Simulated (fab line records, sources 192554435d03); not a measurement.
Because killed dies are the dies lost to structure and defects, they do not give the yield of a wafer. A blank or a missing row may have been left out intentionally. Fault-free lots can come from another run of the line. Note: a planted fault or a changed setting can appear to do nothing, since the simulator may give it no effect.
fab line records	flow n5-finfet
record lots=6	wafers=16	last-day=17
route steps=1938 shown BEOL_M10@1495 PASSIVATION@1936
lots that met no fault: from a run of the same line without faults
start-h: the number of hours between the record's first day and the start of the first shown wafer of the lot	wait-h: how many hours have passed since the lot's step before this one	" unchanged from the row above	L1.1+2: a row that stands for several wafers	- no value, or no start was given	* or withheld: withheld	< > ~ a bound
route shown NAME@n: a module of which the file shows steps, and the number in the route of the first	usual: mean/standard deviation taken from wafers without a fault	same: alike in all rows	chamber/n: place in a boat	sites: readings site by site	_std_site: standard deviation across them	_edge_site: the outer-site mean with the inner-site mean subtracted	radius-mm: how far each site lies from the wafer's centre	mask NAME#n: copy n	behind: tool/chamber where the wafer was last shaped	hold: cause of the lot's hold/its duration in hours/its outcome	device: the transistor (n, p or np) that didn't switch	end of line: the route-end tests of the same wafers	a step without rows: its recipe alone	killed: at the first sort, the dies lost to defects and structure; wafer yield is something else	map: a wafer's dies, marking killed ones x, the rest . and places with no die _
set.NAME: the setting that was run; set.NAME@STEP: the one run at that earlier step	model.NAME: the simulator's own value behind a step, which no gauge read
certain route steps with their lots: each step a table, each wafer a row
services: from which hour (start-h, from the record's first day; less than 0 if before it) a tool's chamber was out of use, for how many hours, and why
## steps
# step N5_BEOL_M10_COAT_64
# recipe resist=SiARC	temp-c=220	time-s=60	spin-rpm=1500	resist-thk-nm=30
# step N5_BEOL_M10_COAT_22
# recipe resist=CAR-ArF	spin-rpm=1500	resist-thk-nm=90
# step N5_BEOL_M10_EBR_24
# recipe solvent=PGMEA	ebr-width-mm=1.5
# step N5_BEOL_M10_SOFTBAKE_23
# recipe temp-c=110	time-s=60	resist=CAR-ArF
# step N5_BEOL_M10_EXPOSE_25
# recipe mask-id=V9	na=1.35	source-shape=annular	sigma-inner=0.5	sigma-outer=0.8	polarization=unpolarized	dose-mj=85.5
# step N5_BEOL_M10_PEB_26
# recipe peb-temp-c=withheld	peb-time-s=60	resist=CAR-ArF
# step N5_BEOL_M10_DEVELOP_27
# recipe develop-time-s=30	developer=TMAH	resist=CAR-ArF	rinse-liquid=diw	dry=air-spin	dev-temp-c=23
# step N5_BEOL_M10_CD_MEAS_28
# recipe target-cd-nm=70	landing-energy-ev=500	detector=se-inlens	polarity=opening
# usual cd-nm=69.9/1.7
lot.wafer	tool	chamber	start-h	wait-h	cd-nm
L675.1	cd-sem-02	0	236.35	-	68.1
L675.2	"	0	"	"	68.7
L675.5	"	0	"	"	68.8
L678.3	cd-sem-01	0	254.68	-	66.2
L678.4	"	0	"	"	67.2
L678.5	"	0	"	"	67.8
L683.1	cd-sem-02	0	285.27	-	67.3
L683.2	"	0	"	"	68.9
L685.1	cd-sem-03	0	286.59	-	70.6
L685.2	"	0	"	"	71.4
L688.2	cd-sem-01	0	318.17	-	71.0
L688.5	"	0	"	"	69.8
L688.6	"	0	"	"	70.5
L695.2	cd-sem-02	0	361.16	-	69.0
L695.4	"	0	"	"	69.1
L695.6	"	0	"	"	69.0
# step N5_BEOL_M10_OVL_MEAS_29
# recipe points-per-wafer=44
# usual V9_OVL=0.5/0.68
lot.wafer	tool	chamber	start-h	wait-h	V9_OVL[nm]
L675.1	overlay-01	0	236.40	0.1	0.4
L675.2	"	0	"	"	0.6
L675.5	"	0	"	"	0.3
L678.3	overlay-01	0	254.71	0.0	0.6
L678.4	"	0	"	"	0.3
L678.5	"	0	"	"	0.9
L683.1	overlay-01	0	285.30	0.0	0.1
L683.2	"	0	"	"	0.3
L685.1	overlay-02	0	286.62	0.0	0.2
L685.2	"	0	"	"	0.6
L688.2	overlay-01	0	318.20	0.0	0.0
L688.5	"	0	"	"	0.7
L688.6	"	0	"	"	-0.1
L695.2	overlay-02	0	361.19	0.0	-0.2
L695.4	"	0	"	"	-0.5
L695.6	"	0	"	"	0.7
# step N5_BEOL_M10_INSPECT_30
# recipe mode=adi	inspect-instrument=brightfield
# usual raw-defect-count=392/89
lot.wafer	tool	chamber	start-h	wait-h	raw-defect-count
L675.1	defect-inspect-02	-	236.43	0.0	423
L675.2	"	-	"	"	359
L675.5	"	-	"	"	312
L678.3	defect-inspect-02	-	254.73	0.0	421
L678.4	"	-	"	"	425
L678.5	"	-	"	"	479
L683.1	defect-inspect-02	-	285.32	0.0	284
L683.2	"	-	"	"	297
L685.1	defect-inspect-01	-	286.65	0.0	289
L685.2	"	-	"	"	308
L688.2	defect-inspect-02	-	318.22	0.0	527
L688.5	"	-	"	"	272
L688.6	"	-	"	"	324
L695.2	defect-inspect-02	-	361.22	0.0	577
L695.4	"	-	"	"	523
L695.6	"	-	"	"	376
# step N5_BEOL_M10_DESCUM_33
# recipe chemistry=O2	time-s=7.9	source-power-w=50	bias-power-w=20	pressure-mtorr=20	rf-frequency-hz=2.712e+07	temp-c=40	resist=CAR-ArF	o2-flow-sccm=225
# usual chamber-pressure-mTorr=19.997/0.021	drypump-motor-current-A=5.7/0.55	oes-product-au=0.82/0.072	rf-fwd-power-W=49.35/0.19	rf-vpp-V=243.4/1.4	showerhead-plenum-p-Torr=2.11/0.074	throttle-valve-pct=20.37/0.15
lot.wafer	tool	chamber	start-h	wait-h	chamber-pressure-mTorr	drypump-motor-current-A	oes-product-au	rf-fwd-power-W	rf-hours-counter-h	rf-vpp-V	showerhead-plenum-p-Torr	throttle-valve-pct
L675.1	rie-diel-02	0	236.52	0.1	19.979	5.5	0.75	49.21	152	243.3	2.07	20.15
L675.2	"	1	"	"	19.986	5.3	0.73	49.73	193	242.2	2.09	20.38
L675.5	"	0	"	"	19.973	5.5	0.75	49.18	-	243.5	2.07	20.16
L678.3	rie-diel-06	2	254.76	0.0	19.994	6.4	0.87	49.20	58	247.7	2.24	20.47
L678.4	"	2	"	"	19.957	6.4	0.86	49.07	-	244.8	2.24	20.44
L678.5	"	1	"	"	19.995	5.5	0.92	49.55	-	243.3	2.16	20.46
L683.1	rie-diel-06	2	285.36	0.0	19.986	6.4	0.86	49.25	70	245.3	2.24	20.47
L683.2	"	0	"	"	19.997	4.8	0.83	49.38	89	241.9	2.03	20.31
L685.1	rie-diel-06	1	286.68	0.0	20.011	5.5	0.90	49.70	24	243.3	2.16	20.47
L685.2	"	2	"	"	20.006	6.4	0.86	48.96	71	244.5	2.24	20.49
L688.2	rie-diel-05	0	318.25	0.0	20.013	5.5	0.75	49.51	155	242.7	2.00	20.32
L688.5	"	3	"	"	20.027	5.8	0.84	49.17	-	243.2	2.04	20.65
L688.6	"	2	"	"	19.986	6.5	0.82	49.07	-	244.0	2.20	20.34
L695.2	rie-diel-02	0	361.25	0.0	20.005	5.5	0.71	49.28	200	242.2	2.05	20.21
L695.4	"	3	"	"	20.021	6.5	0.95	49.06	-	241.9	2.05	20.26
L695.6	"	0	"	"	19.992	5.5	0.71	49.26	-	241.9	2.05	20.23
# step N5_BEOL_M10_ETCH_65
# recipe chemistry=CF4	target=SiARC	target-depth-a=390	mask-material=CAR-ArF	time-s=65	ion-energy-ev=80	pressure-mtorr=40	source-w=545	bias-w=36	Ar_flow_sccm=100	cf4-flow-sccm=100	ends=cleared
# usual chamber-pressure-mTorr=40.00/0.033	drypump-motor-current-A=5.7/0.54	etch-rf-on-time-s=65.1/2.1	oes-product-au=0.70/0.058	rf-fwd-power-W=538.6/1.9	rf-vpp-V=184.1/1.2	showerhead-plenum-p-Torr=2.15/0.071	throttle-valve-pct=15.50/0.16
lot.wafer	tool	chamber	start-h	wait-h	chamber-pressure-mTorr	drypump-motor-current-A	etch-rf-on-time-s	oes-product-au	rf-fwd-power-W	rf-hours-counter-h	rf-vpp-V	showerhead-plenum-p-Torr	throttle-valve-pct
L675.1	rie-diel-02	0	236.55	0.0	40.01	5.5	63.1	0.66	540.2	152	183.4	2.14	15.54
L675.2	"	1	"	"	39.94	5.3	66.6	0.62	540.7	193	183.5	2.15	15.72
L675.5	"	0	"	"	40.00	5.5	63.2	0.67	537.2	-	185.2	2.14	15.51
L678.3	rie-diel-06	2	254.80	0.0	39.99	6.4	62.4	0.73	536.2	59	185.0	2.26	15.44
L678.4	"	2	"	"	40.04	6.4	62.1	0.75	537.6	-	185.3	2.26	15.45
L678.5	"	1	"	"	39.92	5.5	63.7	0.80	541.3	-	185.3	2.18	15.45
L683.1	rie-diel-06	2	285.39	0.0	39.98	6.4	62.9	0.73	540.0	70	185.4	2.26	15.47
L683.2	"	0	"	"	40.04	4.8	65.5	0.69	540.9	89	184.2	2.07	15.48
L685.1	rie-diel-06	1	286.72	0.0	39.99	5.5	64.5	0.76	538.4	24	185.1	2.17	15.48
L685.2	"	2	"	"	40.02	6.4	62.6	0.73	541.3	71	186.3	2.26	15.50
L688.2	rie-diel-05	0	318.29	0.0	39.98	5.5	67.0	0.64	535.7	155	181.5	2.06	15.57
L688.5	"	3	"	"	40.03	5.7	68.1	0.71	538.7	-	184.4	2.07	15.62
L688.6	"	2	"	"	40.05	6.5	68.9	0.68	538.3	-	185.1	2.26	15.54
L695.2	rie-diel-02	0	361.28	0.0	39.99	5.5	62.0	0.64	539.3	200	182.8	2.12	15.61
L695.4	"	3	"	"	39.99	6.5	60.8	0.82	540.0	-	183.5	2.11	15.45
L695.6	"	0	"	"	40.02	5.5	62.5	0.64	538.1	-	184.8	2.12	15.64
# step N5_BEOL_M10_ETCH_66
# recipe chemistry=N2/H2	target=SOC	target-depth-a=1200	overetch-a=240	mask-material=SiARC	temp-c=40	time-s=180	ion-energy-ev=200	pressure-mtorr=30	source-w=840	bias-w=150	n2-flow-sccm=200	h2-flow-sccm=200
# usual chamber-pressure-mTorr=30.001/0.027	drypump-motor-current-A=5.7/0.55	oes-product-au=0.66/0.052	rf-fwd-power-W=836.5/2.6	rf-vpp-V=524.1/2.4	run-length-s=203.3/0.43	showerhead-plenum-p-Torr=2.55/0.082	throttle-valve-pct=17.65/0.26
lot.wafer	tool	chamber	start-h	wait-h	chamber-pressure-mTorr	drypump-motor-current-A	oes-product-au	rf-fwd-power-W	rf-hours-counter-h	rf-vpp-V	run-length-s	showerhead-plenum-p-Torr	throttle-valve-pct	model.SiARC_of_BEOL_M10_COAT_64.thk-nm
L675.1	rie-diel-02	0	236.60	0.0	30.018	5.5	0.62	836.4	152	524.7	203.2	2.56	17.82	22.4
L675.2	"	1	"	"	30.012	5.3	0.60	836.6	193	524.5	203.3	2.52	17.75	22.8
L675.5	"	0	"	"	29.996	5.5	0.62	836.8	-	523.7	203.5	2.56	17.83	22.6
L678.3	rie-diel-06	2	254.85	0.0	29.990	6.4	0.69	837.3	59	526.9	202.8	2.68	17.53	22.4
L678.4	"	2	"	"	29.964	6.4	0.68	834.5	-	527.2	202.7	2.68	17.52	22.4
L678.5	"	1	"	"	30.007	5.5	0.74	839.4	-	525.1	202.7	2.57	17.42	23.2
L683.1	rie-diel-06	2	285.44	0.0	29.976	6.4	0.67	837.9	70	528.2	202.7	2.68	17.54	22.2
L683.2	"	0	"	"	30.005	4.9	0.60	841.3	89	522.2	235.8	2.49	17.96	21.4
L685.1	rie-diel-06	1	286.77	0.0	29.999	5.5	0.72	840.0	24	525.9	202.4	2.57	17.43	23
L685.2	"	2	"	"	29.969	6.4	0.61	835.0	71	526.7	235.4	2.68	17.53	20.8
L688.2	rie-diel-05	0	318.34	0.0	29.970	5.5	0.61	841.1	155	521.7	203.6	2.45	17.94	23
L688.5	"	3	"	"	30.095	5.7	0.68	833.8	-	521.6	203.5	2.48	18.05	23
L688.6	"	2	"	"	30.019	6.5	0.67	835.4	-	525.9	203.5	2.68	17.77	23.2
L695.2	rie-diel-02	0	361.33	0.0	29.997	5.5	0.59	836.6	200	522.8	203.6	2.54	17.91	22.6
L695.4	"	3	"	"	30.027	6.5	0.75	837.4	-	522.7	203.1	2.50	17.57	22.2
L695.6	"	0	"	"	29.988	5.5	0.59	840.4	-	522.8	203.8	2.54	17.91	22.4
# step N5_BEOL_M10_STRIP_69
# recipe chemistry=N2/H2	temp-c=40	n2-flow-sccm=200	h2-flow-sccm=200	rf-frequency-hz=6e+07
# step N5_PASSIVATION_PROBE_49
# usual defect-limited-yield=91.6/1.4	killed_at_M0_to_M3=32/9.5	killed_at_M4_up=13/6	killed-at-contacts=12/5.6	killed-at-front-end=39/11	killed-at-other=2.8/2.3	killed-dies=99/16	killed-open=65/12	killed-short=32/7.6	sort_bin_4_leakage=0.1/0.88	sort_bin_5_function=4.8/0.88	sort_bin_6_memory=3.2/0.65	sort_bin_8_speed=0.2/2	sort-n-pass=1077/29	sort-yield-pct=91.2/2.5
# same gross-dies=1180	killed-at-back-side=0
lot.wafer	tool	chamber	start-h	wait-h	defect-limited-yield[%]	killed_at_M0_to_M3	killed_at_M4_up	killed-at-contacts	killed-at-front-end	killed-at-other	killed-dies	killed-open	killed-short	sort_bin_4_leakage[%]	sort_bin_5_function[%]	sort_bin_6_memory[%]	sort_bin_8_speed[%]	sort-n-pass	sort-yield-pct[%]
L685.1	prober-02	-	337.27	0.0	91.0	32	23	5	43	3	106	60	33	0.3	5.2	2.8	0	1070	90.7
# killed by level:class
L685.1 BEOL_M4:geometric-particle:open=11 HKMG_FIN:area-etch=11 BEOL_M0_SAQP:geometric-particle:short=9 BEOL_M0_SAQP:geometric-particle:open=7 FIN_SAQP:geometric-particle:open=6 FIN_SAQP:geometric-particle:short=4 GATE_CUT:geometric-particle:open=4 BEOL_M2:geometric-particle:open=4
## services
tool	chamber	start-h	hours	kind
rie-diel-05	1	216.85	-	clean
rie-diel-05	1	216.85	-	consumable-replace:focus-ring
rie-diel-05	0	231.06	1.6	repair
rie-diel-06	-	236.71	0.9	repair
rie-diel-06	0	252.51	12.0	repair
rie-diel-02	3	262.99	5.7	repair
rie-diel-02	-	271.93	0.3	repair
rie-diel-05	0	291.72	5.4	repair
rie-diel-02	3	294.43	-	clean
rie-diel-02	3	294.43	-	consumable-replace:esc
rie-diel-02	3	294.43	-	consumable-replace:focus-ring
rie-diel-02	3	294.43	26.6	scheduled-down
rie-diel-02	3	294.43	26.6	vent-cycle
rie-diel-06	0	295.00	3.9	repair
rie-diel-06	2	319.55	5.6	repair
rie-diel-05	0	340.89	8.1	repair
rie-diel-02	1	357.55	4.5	repair
## key
first-sign step=N5_BEOL_M10_ETCH_66	reading=run-length-s	direction=up	sigmas=75	usual=*	struck=*
effect none on later readings
model-effect step=N5_BEOL_M10_ETCH_66	value=SiARC_of_BEOL_M10_COAT_64.thk-nm	without=22.4	struck=21.1
met-at N5_BEOL_M10_ETCH_66
struck-wafers L683.2,L685.2
baseline-loss step=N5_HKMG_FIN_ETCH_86	wafers=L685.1
onset-between 254.85 285.44
fault kind=process-parameter-drift	tool=rie-diel-06	chamber=-	onset-h=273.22	steps=N5_BEOL_M10_ETCH_66	channel=time-s	offset=*	shape=step	end-h=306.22	scope=struck-wafers-only	acts-in=*	stated=*
# baseline-loss: these wafers lose ten dies or more at that step, a loss of the line's own and not of a fault; the sort's usual values leave them out
